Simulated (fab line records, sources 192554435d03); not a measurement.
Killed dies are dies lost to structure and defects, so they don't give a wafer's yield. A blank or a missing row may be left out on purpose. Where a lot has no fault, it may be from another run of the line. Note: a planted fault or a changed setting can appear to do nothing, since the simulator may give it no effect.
The tool behind it: which one? | flow n5Finfet | Sampling: 12 lots, 36 wafers, 4 of 1938 route steps

## WHAT THE GAUGES READ, wafer by wafer
N5_BEOL_M5_THK_MEAS_53: measures by xrf.
lot  | measured     | on           | M5_THK (nm)
L075 | day 8 17:20  | filmMetro-02 | 60.6 60.4 55.9
L077 | day 8 21:12  | filmMetro-01 | 58.2 61.6 61.4
L079 | day 9 15:21  | filmMetro-02 | 61.9 63.0 60.9
L081 | day 9 23:15  | filmMetro-02 | 61.7 61.3 59.3
L084 | day 10 20:40 | filmMetro-02 | 59.7 58.6 60.6
L085 | day 10 22:52 | filmMetro-02 | 58.3 60.3 61.2
L088 | day 11 21:26 | filmMetro-01 | 64.9 63.7 62.4
L089 | day 12 02:29 | filmMetro-02 | 56.6 56.2 57.8
L091 | day 13 13:53 | filmMetro-02 | 58.4 62.5 58.4
L093 | day 13 06:53 | filmMetro-01 | 64.0 61.0 63.9
L095 | day 13 23:40 | filmMetro-02 | 63.2 61.1 59.6
L097 | day 14 20:43 | filmMetro-01 | 60.3 60.0 60.1

## WHICH TOOL RAN EACH LOT (tool, then ch and the chambers of the sampled wafers, then the start)
lot  | N5_BEOL_M5_STRIP_36               | N5_BEOL_M5_SPUTTER_48       | N5_BEOL_M5_ANNEAL_84
L075 | rieDiel-05 ch 0,1,3, day 8 10:56  | pvdSputter-01, day 8 12:11  | pvdSputter-01, day 8 14:26
L077 | rieDiel-05 ch 0,1,2, day 8 13:50  | pvdSputter-02, day 8 16:03  | pvdSputter-02, day 8 18:19
L079 | rieDiel-03 ch 1,2,3, day 9 06:56  | pvdSputter-03, day 9 10:04  | pvdSputter-03, day 9 12:19
L081 | rieDiel-03 ch 2,3, day 9 14:32    | pvdSputter-03, day 9 18:07  | pvdSputter-03, day 9 20:22
L084 | rieDiel-05 ch 0,2,3, day 10 10:57 | pvdSputter-03, day 10 12:36 | pvdSputter-03, day 10 17:47
L085 | rieDiel-03 ch 0,1,2, day 10 16:07 | pvdSputter-02, day 10 17:35 | pvdSputter-02, day 10 19:50
L088 | rieDiel-03 ch 0,2, day 11 14:37   | pvdSputter-02, day 11 16:18 | pvdSputter-02, day 11 18:33
L089 | rieDiel-04 ch 1,2, day 11 19:50   | pvdSputter-02, day 11 21:20 | pvdSputter-02, day 11 23:35
L091 | rieDiel-03 ch 0,2, day 12 11:32   | pvdSputter-02, day 12 13:06 | pvdSputter-02, day 13 11:00
L093 | rieDiel-03 ch 0,2,3, day 12 20:55 | pvdSputter-01, day 12 22:26 | pvdSputter-01, day 13 00:41
L095 | rieDiel-03 ch 1,2,3, day 13 16:01 | pvdSputter-01, day 13 18:15 | pvdSputter-01, day 13 20:30
L097 | rieDiel-05 ch 2,3, day 14 13:51   | pvdSputter-02, day 14 15:28 | pvdSputter-02, day 14 17:43
- N5_BEOL_M5_STRIP_36: strips in N2/H2.
- N5_BEOL_M5_SPUTTER_48: material Cu, target thk 15 nm, time 27.62 s.
- N5_BEOL_M5_ANNEAL_84: time 1800 s.

## THE ANSWER, worked out from the rows above alone
Rule: the lots themselves supply what counts as usual. Put in order of their means at a reading, lots are off if they are a third of the lots or fewer, leave a main group of 4 or more, and stand apart from it by a gap of 3 or more times the standard deviation of the main group's means; of several such gaps the widest counts. Not used: any main group whose means are identical at the precision the tables above print for the reading. Also off: a lot with no number at a reading for which 4 or more lots have one. All remaining lots with rows at the step are treated as sound.
None of the lots is off at any reading shown; this tells nothing.

## WHAT THE SIMULATOR HAD PUT IN
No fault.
